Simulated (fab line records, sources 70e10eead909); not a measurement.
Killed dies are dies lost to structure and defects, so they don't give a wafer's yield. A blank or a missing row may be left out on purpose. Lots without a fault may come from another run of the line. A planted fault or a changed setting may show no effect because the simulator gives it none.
A struck lot beside a sound one | flow nand_harc | 17 steps out of a route of 1159
Sound: wafers L448.2, L448.3, L448.4. Struck: wafers L459.1, L459.3, L459.4. The cause comes at the end.
At each step with rows: each side's tool, then ch and its chambers, then its first start. Under that, the readings that differ: sound wafers | struck wafers | difference of the means | sigmas: that difference in standard deviations of wafers without a fault.
alike: readings whose means differ by less than 2 such deviations, and words and numbers that are the same on both sides. not compared: withheld readings, readings that some wafer has no value for, bounds like >300 that may hide the same value, and numbers for which the record gives no deviation and whose values overlap.
The two part at a step that has a row with sigmas, a row that says differs or no value, or rows on one side only. Numbers that don't overlap but have no deviation are shown without sigmas and don't part them. A reading that every wafer of one side lacks parts them only if that side has two wafers or more.

NHARC_A_CONTACT_CVD_19: deposits W, target thk 300 nm, time 802 s.
  sound on cvd_w-02 ch 0,1; struck on cvd_w-01 ch 0,1
  alike: heater_power_w, throttle_valve_pct
NHARC_A_CONTACT_CMP_20: polishes, t overpolish 30 s, target thk 300 nm.
  sound on cmp-02 ch 0,2,3, day 18 12:06; struck on cmp-02 ch 0,1,2, day 20 21:41
  alike: edge_zone_pressure_frac, motor_current_A, overpolish_run_s, slurry_filter_dp_kPa, time_to_endpoint_s
then, 1 step without rows for these wafers: NHARC_A_CONTACT_SRD_22.
NHARC_A_CONTACT_INSPECT_23:
  sound on defect_inspect-01, day 18 12:31; struck on defect_inspect-01, day 20 22:06
  alike: raw_defect_count
then, 7 steps without rows for these wafers: NHARC_A_BLC_DEHYDRATE_00 (time 120 s); NHARC_A_BLC_HMDS_01 (time 30 s); NHARC_A_BLC_COAT_02 (time 75 s); NHARC_A_BLC_COAT_03 (time 65 s); NHARC_A_BLC_COAT_04 (resist thk 90 nm); NHARC_A_BLC_SOFTBAKE_05 (time 55 s); NHARC_A_BLC_EBR_06.
NHARC_A_BLC_EXPOSE_07: exposes mask A BLC, target cd 100 nm.
  sound on arfi_scanner-01 ch 0, day 18 12:53; struck on arfi_scanner-02 ch 0, day 20 22:28
  reading                       | sound                | struck            | difference | sigmas
  model.A_BLC.overlay_x_nm (nm) | 0.1807 0.1807 0.1807 | 6.973 6.973 6.973 | +6.792     |
  alike: mask
then, 2 steps without rows for these wafers: NHARC_A_BLC_PEB_08 (peb time 65 s); NHARC_A_BLC_DEVELOP_09 (develop time 35 s).
NHARC_A_BLC_CD_MEAS_10: target cd 100 nm.
  sound on cd_sem-03 ch 0, day 18 13:01; struck on cd_sem-01 ch 0, day 20 22:37
  alike: cd_nm
NHARC_A_BLC_OVL_MEAS_11:
  sound on overlay-02, day 18 13:06; struck on overlay-02, day 20 22:42
  reading           | sound         | struck      | difference | sigmas
  overlay_x_nm (nm) | -0.1 0.4 -0.2 | 6.9 7.3 7.5 | +7.2       | +9
  alike: overlay_y_nm
NHARC_A_BLC_INSPECT_12:
  sound on defect_inspect-02, day 18 13:10; struck on defect_inspect-01, day 20 22:44
  alike: raw_defect_count

WHERE THEY PART
Only at NHARC_A_BLC_OVL_MEAS_11, within this record. Later steps at which nothing parts them and some readings are alike: NHARC_A_BLC_INSPECT_12.

WHY: what the simulator had put in
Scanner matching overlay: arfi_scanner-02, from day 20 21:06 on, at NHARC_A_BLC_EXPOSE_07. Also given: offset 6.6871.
